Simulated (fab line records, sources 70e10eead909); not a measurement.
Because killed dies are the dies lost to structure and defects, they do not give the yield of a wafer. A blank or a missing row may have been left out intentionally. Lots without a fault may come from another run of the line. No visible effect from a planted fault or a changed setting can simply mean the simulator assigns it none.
Chamber matching ; flow nand_harc ; rie_diel-05 running NHARC_A_CHANNEL_HOLE_D1_ETCH_38: 4 sister chambers
The step etches the open film in CF4, target depth 39 nm, time 65 s. 7 wafers are shown with their chamber, then 8 later ones without.

WAFERS, EACH WITH ITS CHAMBER
wafer;chamber;showerhead_plenum_p_Torr (Torr);oes_product_au (a.u.)
L075.1;1;1.82;0.991
L083.4;3;1.83;0.987
L084.4;0;1.66;1.023
L091.2;3;1.82;0.993
L091.3;0;1.66;1.020
L091.4;2;1.66;0.994
L090.1;2;1.66;0.989

WAFERS WITHOUT THEIR CHAMBER
wafer;showerhead_plenum_p_Torr (Torr);oes_product_au (a.u.)
L090.2;1.82;0.995
L090.5;1.83;0.992
L094.1;1.66;1.017
L094.2;1.66;1.000
L094.3;1.82;0.995
L096.1;1.82;0.991
L096.2;1.66;0.998
L096.4;1.82;0.987

WHICH CHAMBER EACH ONE RAN IN
wafer;from the rows above;in truth
L090.2;can't be placed: 1 or 3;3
L090.5;can't be placed: 3 or 1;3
L094.1;0;0
L094.2;2;2
L094.3;can't be placed: 1 or 3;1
L096.1;can't be placed: 1 or 3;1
L096.2;2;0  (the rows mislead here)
L096.4;can't be placed: 1 or 3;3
Correctly placed: 2 of 8. Cannot be placed on the basis of these rows: 5; the candidates contain the true chamber in 5. Placed wrongly: 1.
How it was worked out, from the rows above alone: a wafer's distance from a chamber is the root of the sum, over the readings, of the square of ((its reading less the chamber's mean) divided by the reading's scatter). The wafer belongs to the nearest chamber; if the next one is less than 2 further off, it can't be placed. Each chamber's mean is taken over the wafers shown for it. The scatter: the root of (the sum of the squares of (reading less its chamber's mean) over the shown wafers, divided by (wafers less chambers)).
